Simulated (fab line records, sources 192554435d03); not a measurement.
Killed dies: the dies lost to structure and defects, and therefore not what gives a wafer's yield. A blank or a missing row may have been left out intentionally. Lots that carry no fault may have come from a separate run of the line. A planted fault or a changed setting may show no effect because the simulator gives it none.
Problem report, 8D (eight disciplines) form, completed by code	flow n5Finfet	the parts of the form that need people (team, actions taken, sign-off) are left out

## 1. WHAT IS WRONG
Across 9 wafers from 3 lots, CJ_N at N5_BEOL_M4_RC_MEAS_101 averages 5.03, while fault-free wafers read 4.31 with a standard deviation of 0.079. That puts it +9.1 standard deviations away from the usual mean.
The first sign was on wafer L882.1 at day 11 17:20, on prober-02. At this step, 27 wafers from 9 lots have a number in the record. Rule for "out" (also "out of limits"): further than 4 standard deviations from the usual mean. All remaining wafers that have a number are taken as sound.

## 2. WHAT IT IS, WHAT IT ISN'T
question	is	is not
which readings at this step	CJ_N	DIBL_N, DIBL_P, IOFF_N, IOFF_P, ION_N, ION_P, SS_N, SS_P, VT_N, VT_P
which lots	L882, L883, L884	L874, L877, L878, L886, L896, L897
which wafers of those lots	all that have a number	-
read on which gauges	prober-01, prober-02	-
when	from day 11 17:20	up to then (9 sound wafers); but 9 sound wafers of L886, L896, L897 came after

## 3. SUSPECTS, AND WHAT RULES EACH OUT
Counting: a tool at any process step up to the reading remains a suspect when it ran all the lots that are out and ran no sound lot after the first of those.
- the gauge at N5_BEOL_M4_RC_MEAS_101 has been ruled out. 2 gauges (prober-01, prober-02) read the wafers that are out.
- implanter-01 at N5_WELL_APT_IMPLANT_32: ruled out as a lasting fault. Following L882 (day 3 15:20), the first lot on it that is out, the sound lots L896, L897 were run on it.
Left after counting: nothing in the record.

## 4. THE CAUSE (what the simulator had put in)
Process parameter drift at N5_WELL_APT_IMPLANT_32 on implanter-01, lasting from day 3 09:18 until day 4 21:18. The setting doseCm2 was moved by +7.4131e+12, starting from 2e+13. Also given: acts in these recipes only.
Counting ruled it out, wrongly: the rule takes a fault to strike every lot that its tool runs from its start on, and this one did not.

## 5. THE EFFECT CHAIN, in route order
Each row: a reading whose mean over the struck wafers that have a number lies more than 3 standard deviations from the usual. Only readings whose record carries a usual standard deviation are examined. hours: median over the lots of the time between each lot's start at the first step of this table that gives one and its start at this step. sigmas: the change, counted in usual standard deviations.
hours	step	reading	usual	on struck wafers	change	sigmas
0	N5_WELL_APT_IMPLANT_32	doseIonsCm2	1.9999e+13	2.7428e+13	+7.4286e+12	+99 or more
0	N5_WELL_APT_IMPLANT_32	faradayCurrentUA	253	351	+98	+18
194	N5_BEOL_M4_RC_MEAS_101	CJ_N	4.31	5.03	+0.72	+9.1
Process steps it contains:
- N5_WELL_APT_IMPLANT_32

## 6. HOW IT WOULD HAVE BEEN CAUGHT EARLIER
The first out-of-limits reading at a measuring or inspecting step in this record came at day 11 17:20, 200 hours after the fault's start at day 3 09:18.
At N5_WELL_APT_IMPLANT_32, the tool's own readings (doseIonsCm2, faradayCurrentUA) were out on each struck wafer the step has a row for, so an alarm limit on them would have fired on the first such wafer.
